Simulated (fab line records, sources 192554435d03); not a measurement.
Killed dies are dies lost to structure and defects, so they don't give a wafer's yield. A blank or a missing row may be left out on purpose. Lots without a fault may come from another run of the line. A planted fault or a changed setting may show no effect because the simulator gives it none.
Which tool did it? | flow n5_finfet | 24 lots, 72 wafers sampled, at 5 steps of a route of 1938

WHAT THE GAUGES READ, wafer by wafer
N5_BEOL_M8_THK_MEAS_53: measures by xrf. Usual: M8_THK 80.0 nm, standard deviation 2.1.
lot  | measured     | on            | M8_THK (nm)    | flag
L074 | day 9 23:06  | film_metro-02 | 80.2 79.9 77.5 |
L075 | day 10 05:23 | film_metro-02 | 76.9 81.2 79.2 |
L077 | day 10 07:31 | film_metro-02 | 77.0 81.3 79.3 |
L076 | day 10 09:55 | film_metro-01 | 79.4 80.6 79.5 |
L079 | day 11 13:35 | film_metro-02 | 80.4 81.0 77.2 |
L078 | day 11 13:50 | film_metro-02 | 81.8 79.6 79.3 |
L082 | day 12 00:23 | film_metro-01 | 79.7 83.7 77.8 |
L080 | day 12 02:40 | film_metro-01 | 79.1 77.5 79.5 |
L081 | day 12 02:59 | film_metro-01 | 81.5 79.2 77.0 |
L085 | day 12 11:11 | film_metro-01 | 78.4 77.4 78.1 |
L083 | day 12 15:49 | film_metro-02 | 81.1 78.4 79.0 |
L087 | day 12 20:01 | film_metro-01 | 79.7 80.5 81.3 |
L084 | day 12 21:10 | film_metro-02 | 82.8 81.1 83.0 |
L086 | day 12 21:37 | film_metro-02 | 80.6 81.4 83.4 |
L088 | day 13 06:53 | film_metro-02 | 83.7 80.3 80.7 |
L089 | day 13 13:35 | film_metro-01 | 77.6 78.8 82.8 |
L090 | day 14 04:58 | film_metro-02 | 80.2 77.8 80.8 |
L092 | day 14 13:39 | film_metro-01 | 81.7 79.0 77.0 |
L091 | day 14 14:23 | film_metro-02 | 78.5 83.8 82.4 |
L093 | day 14 23:54 | film_metro-01 | 79.4 81.5 78.2 |
L094 | day 15 06:41 | film_metro-01 | 82.2 81.8 82.9 |
L097 | day 15 16:11 | film_metro-01 | 78.6 75.6 78.3 |
L096 | day 15 21:02 | film_metro-02 | 80.6 83.7 81.9 |
L095 | day 15 21:40 | film_metro-01 | 76.8 78.8 79.2 |

N5_BEOL_M10_OVL_MEAS_12. Usual: M10_OVL 0.5 nm, standard deviation 0.73.
lot  | measured     | on         | M10_OVL (nm)   | flag
L074 | day 10 07:20 | overlay-02 | -1.0 0.8 0.6   |
L075 | day 10 14:05 | overlay-01 | 0.2 0.0 0.8    |
L077 | day 10 17:25 | overlay-01 | 0.3 0.7 1.7    |
L076 | day 10 21:25 | overlay-01 | 0.3 1.5 1.1    |
L079 | day 12 02:52 | overlay-02 | 0.1 -0.2 0.1   |
L078 | day 12 03:10 | overlay-02 | 0.5 0.6 1.3    |
L082 | day 12 10:10 | overlay-01 | -1.9 -0.5 -0.8 |
L080 | day 12 12:01 | overlay-02 | 0.1 0.3 -0.4   |
L081 | day 12 13:04 | overlay-01 | 0.6 0.2 0.4    |
L085 | day 12 21:16 | overlay-01 | -0.3 -0.7 0.3  |
L083 | day 13 02:13 | overlay-01 | 0.8 0.2 -0.6   |
L087 | day 13 06:10 | overlay-01 | 1.5 -0.4 0.5   |
L084 | day 13 12:04 | overlay-02 | 0.9 1.0 1.1    |
L086 | day 13 11:54 | overlay-02 | 0.1 0.5 1.1    |
L088 | day 13 20:29 | overlay-02 | 0.3 -0.1 1.6   |
L089 | day 13 22:57 | overlay-01 | 1.6 -0.3 -0.1  |
L090 | day 14 17:09 | overlay-01 | 0.9 1.6 0.3    |
L092 | day 15 00:13 | overlay-02 | 0.7 1.0 1.4    |
L091 | day 15 00:16 | overlay-02 | 0.5 1.1 0.3    |
L093 | day 15 09:41 | overlay-02 | -0.2 0.2 -0.9  |
L094 | day 15 18:52 | overlay-02 | 0.6 0.6 1.1    |
L097 | day 16 05:09 | overlay-01 | 1.0 0.4 0.9    |
L096 | day 16 10:20 | overlay-01 | 1.7 0.5 1.0    |
L095 | day 16 10:29 | overlay-02 | -0.1 0.7 0.5   |

WHICH TOOL RAN EACH LOT (tool, then ch and the chambers of the sampled wafers, then the start)
lot  | N5_BEOL_M9_ILD_DEP_00           | N5_BEOL_M9_ETCH_65                 | N5_BEOL_M9_DEP_56
L074 | pecvd-03 ch 0,1,2, day 9 23:24  | rie_diel-04 ch 1,2,3, day 10 02:57 | pecvd-03 ch 0,1,2, day 10 05:36
L075 | pecvd-03 ch 0,1, day 10 05:37   | rie_diel-04 ch 1,2,3, day 10 08:38 | pecvd-01 ch 0,1, day 10 11:42
L077 | pecvd-03 ch 0,2, day 10 07:43   | rie_diel-05 ch 1,2,3, day 10 12:43 | pecvd-03 ch 0,1, day 10 15:34
L076 | pecvd-02 ch 1,2, day 10 10:07   | rie_diel-05 ch 0,2,3, day 10 16:04 | pecvd-03 ch 0,1,2, day 10 19:08
L079 | pecvd-02 ch 0,1,2, day 11 13:47 | rie_diel-05 ch 0,1,2, day 11 21:37 | pecvd-03 ch 0,1, day 12 00:41
L078 | pecvd-03 ch 0,1,2, day 11 14:01 | rie_diel-01 ch 1,3, day 11 22:02   | pecvd-03 ch 0,1, day 12 01:20
L082 | pecvd-02 ch 0,2, day 12 00:35   | rie_diel-04 ch 1,2,3, day 12 04:42 | pecvd-02 ch 1,2, day 12 07:35
L080 | pecvd-03 ch 0,2, day 12 02:51   | rie_diel-01 ch 0,1,3, day 12 06:41 | pecvd-02 ch 0,1, day 12 10:45
L081 | pecvd-03 ch 0,1, day 12 03:10   | rie_diel-05 ch 0,2,3, day 12 07:11 | pecvd-02 ch 0,1, day 12 11:07
L085 | pecvd-02 ch 0,1, day 12 11:22   | rie_diel-01 ch 0,1, day 12 14:53   | pecvd-01 ch 0,1,2, day 12 19:12
L083 | pecvd-03 ch 0,1, day 12 16:00   | rie_diel-01 ch 0,3, day 12 19:44   | pecvd-03 ch 0,1, day 13 00:13
L087 | pecvd-01 ch 0,1, day 12 20:13   | rie_diel-05 ch 2,3, day 12 23:52   | pecvd-03 ch 0,1,2, day 13 04:49
L084 | pecvd-01 ch 1,2, day 12 21:22   | rie_diel-04 ch 1,3, day 13 04:37   | pecvd-02 ch 0,1,2, day 13 07:40
L086 | pecvd-03 ch 0,2, day 12 21:48   | rie_diel-01 ch 1,3, day 13 04:26   | pecvd-03 ch 0,1,2, day 13 07:35
L088 | pecvd-01 ch 0,1,2, day 13 07:04 | rie_diel-01 ch 0,1, day 13 13:34   | pecvd-02 ch 1,2, day 13 18:02
L089 | pecvd-03 ch 0,1,2, day 13 13:46 | rie_diel-01 ch 0,2, day 13 17:26   | pecvd-01 ch 0,1,2, day 13 20:40
L090 | pecvd-03 ch 1,2, day 14 05:10   | rie_diel-05 ch 0,3, day 14 10:41   | pecvd-03 ch 0,2, day 14 13:20
L092 | pecvd-03 ch 0,2, day 14 13:52   | rie_diel-04 ch 0,1,2, day 14 19:13 | pecvd-03 ch 0,1,2, day 14 22:29
L091 | pecvd-03 ch 0,2, day 14 14:37   | rie_diel-01 ch 0,2,3, day 14 19:25 | pecvd-03 ch 0,1,2, day 14 22:43
L093 | pecvd-03 ch 0,2, day 15 00:05   | rie_diel-01 ch 0,2,3, day 15 04:46 | pecvd-01 ch 0,1,2, day 15 07:30
L094 | pecvd-03 ch 2, day 15 06:52     | rie_diel-04 ch 0,1,3, day 15 13:32 | pecvd-03 ch 1,2, day 15 16:01
L097 | pecvd-02 ch 0, day 15 16:22     | rie_diel-01 ch 2,3, day 15 22:38   | pecvd-03 ch 1, day 16 01:48
L096 | pecvd-03 ch 1,2, day 15 21:14   | rie_diel-01 ch 0,1,3, day 16 03:28 | pecvd-01 ch 0,1,2, day 16 06:26
L095 | pecvd-03 ch 1,2, day 15 21:52   | rie_diel-01 ch 0,1,2, day 16 03:53 | pecvd-03 ch 1,2, day 16 06:44
- N5_BEOL_M9_ILD_DEP_00: deposits SiCOH lowk from DEMS/porogen, target thk 308.51 nm, time 58 s.
- N5_BEOL_M9_ETCH_65: etches SiARC in CF4, target depth 15.6 nm, time 26 s.
- N5_BEOL_M9_DEP_56: deposits SiCN from 3MS/NH3, target thk 15 nm, time 26.5 s.

WHAT THE TOOLS THEMSELVES READ (means of the sampled wafers that have a number; where no wafer has one, the mark that the record gives instead)
N5_BEOL_M9_ILD_DEP_00. Usual: heater_power_w 339 W, standard deviation 76; showerhead_plenum_p_Torr 5.750 Torr, standard deviation 0.014; throttle_valve_pct 13.4 %, standard deviation 0.61.
lot  | tool     | heater_power_w (W) | showerhead_plenum_p_Torr (Torr) | throttle_valve_pct (%) | flag
L074 | pecvd-03 | 294                | 5.755                           | 13.4                   |
L075 | pecvd-03 | 265                | 5.743                           | 13.5                   |
L077 | pecvd-03 | 303                | 5.759                           | 12.9                   |
L076 | pecvd-02 | 353                | 5.743                           | 13.7                   |
L079 | pecvd-02 | 344                | 5.735                           | 13.5                   |
L078 | pecvd-03 | 322                | 5.749                           | 13.5                   |
L082 | pecvd-02 | 328                | 5.734                           | 13.3                   |
L080 | pecvd-03 | 339                | 5.759                           | 13.0                   |
L081 | pecvd-03 | 256                | 5.748                           | 13.9                   |
L085 | pecvd-02 | 375                | 5.752                           | 13.8                   |
L083 | pecvd-03 | 251                | 5.742                           | 13.7                   |
L087 | pecvd-01 | 378                | 5.749                           | 13.9                   |
L084 | pecvd-01 | 380                | 5.740                           | 13.6                   |
L086 | pecvd-03 | 383                | 5.756                           | 13.0                   |
L088 | pecvd-01 | 357                | 5.738                           | 13.5                   |
L089 | pecvd-03 | 324                | 5.751                           | 13.5                   |
L090 | pecvd-03 | 347                | 5.752                           | 14.0                   |
L092 | pecvd-03 | 304                | 5.750                           | 13.0                   |
L091 | pecvd-03 | 318                | 5.759                           | 12.9                   |
L093 | pecvd-03 | 350                | 5.757                           | 12.9                   |
L094 | pecvd-03 | 403                | 5.762                           | 13.2                   |
L097 | pecvd-02 | 345                | 5.735                           | 13.7                   |
L096 | pecvd-03 | 299                | 5.756                           | 13.7                   |
L095 | pecvd-03 | 385                | 5.760                           | 13.5                   |

N5_BEOL_M9_ETCH_65. Usual: drypump_motor_current_A 5.6 A, standard deviation 0.31; etch_rf_on_time_s 26.1 s, standard deviation 0.64; oes_product_au 0.67 a.u., standard deviation 0.082; rf_vpp_V 184.0 V, standard deviation 1.2; showerhead_plenum_p_Torr 2.13 Torr, standard deviation 0.061; throttle_valve_pct 15.55 %, standard deviation 0.18.
lot  | tool        | drypump_motor_current_A (A) | etch_rf_on_time_s (s) | oes_product_au (a.u.) | rf_vpp_V (V) | showerhead_plenum_p_Torr (Torr) | throttle_valve_pct (%) | flag
L074 | rie_diel-04 | 6.1                         | 25.6                  | 0.72                  | 184.6        | 2.16                            | 15.45                  |
L075 | rie_diel-04 | 6.1                         | 25.8                  | 0.71                  | 185.0        | 2.16                            | 15.45                  |
L077 | rie_diel-05 | 5.6                         | 26.7                  | 0.60                  | 184.3        | 2.13                            | 15.62                  |
L076 | rie_diel-05 | 5.6                         | 26.4                  | 0.63                  | 184.1        | 2.17                            | 15.67                  |
L079 | rie_diel-05 | 5.5                         | 25.9                  | 0.65                  | 184.7        | 2.17                            | 15.56                  |
L078 | rie_diel-01 | 5.6                         | 27.0                  | 0.60                  | 183.8        | 2.07                            | 15.54                  |
L082 | rie_diel-04 | 6.1                         | 25.9                  | 0.69                  | 184.7        | 2.16                            | 15.47                  |
L080 | rie_diel-01 | 5.5                         | 26.0                  | 0.64                  | 183.7        | 2.11                            | 15.57                  |
L081 | rie_diel-05 | 5.6                         | 26.7                  | 0.63                  | 184.8        | 2.17                            | 15.70                  |
L085 | rie_diel-01 | 5.4                         | 25.9                  | 0.64                  | 184.7        | 2.13                            | 15.65                  |
L083 | rie_diel-01 | 5.6                         | 26.4                  | 0.62                  | 183.4        | 2.08                            | 15.53                  |
L087 | rie_diel-05 | 5.8                         | 26.8                  | 0.58                  | 183.5        | 2.11                            | 15.77                  |
L084 | rie_diel-04 | 6.2                         | 25.3                  | 0.83                  | 185.1        | 2.19                            | 15.43                  |
L086 | rie_diel-01 | 5.6                         | 26.6                  | 0.60                  | 183.3        | 2.07                            | 15.56                  |
L088 | rie_diel-01 | 5.4                         | 25.7                  | 0.65                  | 183.7        | 2.15                            | 15.62                  |
L089 | rie_diel-01 | 5.3                         | 26.2                  | 0.77                  | 184.1        | 2.12                            | 15.60                  |
L090 | rie_diel-05 | 5.5                         | 26.4                  | 0.67                  | 185.5        | 2.22                            | 15.65                  |
L092 | rie_diel-04 | 6.0                         | 25.2                  | 0.76                  | 183.4        | 2.15                            | 15.31                  |
L091 | rie_diel-01 | 5.5                         | 26.2                  | 0.69                  | 183.0        | 2.09                            | 15.60                  |
L093 | rie_diel-01 | 5.5                         | 26.3                  | 0.67                  | 184.5        | 2.09                            | 15.59                  |
L094 | rie_diel-04 | 6.0                         | 25.6                  | 0.76                  | 185.5        | 2.19                            | 15.46                  |
L097 | rie_diel-01 | 5.5                         | 26.5                  | 0.71                  | 182.8        | 2.08                            | 15.60                  |
L096 | rie_diel-01 | 5.5                         | 26.1                  | 0.61                  | 183.5        | 2.10                            | 15.63                  |
L095 | rie_diel-01 | 5.4                         | 26.2                  | 0.67                  | 184.4        | 2.12                            | 15.67                  |

N5_BEOL_M9_DEP_56. Usual: showerhead_plenum_p_Torr 3.673 Torr, standard deviation 0.012; throttle_valve_pct 8.8 %, standard deviation 0.43.
lot  | tool     | showerhead_plenum_p_Torr (Torr) | throttle_valve_pct (%) | flag
L074 | pecvd-03 | 3.675                           | 8.6                    |
L075 | pecvd-01 | 3.674                           | 9.1                    |
L077 | pecvd-03 | 3.679                           | 8.6                    |
L076 | pecvd-03 | 3.670                           | 8.6                    |
L079 | pecvd-03 | 3.676                           | 8.7                    |
L078 | pecvd-03 | 3.674                           | 8.9                    |
L082 | pecvd-02 | 3.669                           | 8.9                    |
L080 | pecvd-02 | 3.667                           | 9.0                    |
L081 | pecvd-02 | 3.666                           | 9.0                    |
L085 | pecvd-01 | 3.664                           | 8.6                    |
L083 | pecvd-03 | 3.670                           | 9.0                    |
L087 | pecvd-03 | 3.675                           | 8.5                    |
L084 | pecvd-02 | 3.665                           | 8.8                    |
L086 | pecvd-03 | 3.676                           | 9.0                    |
L088 | pecvd-02 | 3.673                           | 9.0                    |
L089 | pecvd-01 | 3.664                           | 8.9                    |
L090 | pecvd-03 | 3.673                           | 8.5                    |
L092 | pecvd-03 | 3.683                           | 8.9                    |
L091 | pecvd-03 | 3.680                           | 8.8                    |
L093 | pecvd-01 | 3.670                           | 8.7                    |
L094 | pecvd-03 | 3.677                           | 8.8                    |
L097 | pecvd-03 | 3.667                           | 9.3                    |
L096 | pecvd-01 | 3.660                           | 8.9                    |
L095 | pecvd-03 | 3.675                           | 9.0                    |

THE ANSWER, worked out from the rows above alone
Rule: a lot is off if the mean of its wafers that have a number lies more than 3 standard deviations from the usual mean. A lot without any number at a reading at which 4 lots or more have one is off too. The other lots that the step has rows for count as sound. The gauges are gone through in route order, then the tools' own readings, and for those a lot's mean is taken as printed above. The first step at which some lot is off is used, and at that step the reading that is off furthest; a lot without a number counts as furthest.
No lot is off at any reading shown: from this, nothing can be told.

WHAT THE SIMULATOR HAD PUT IN
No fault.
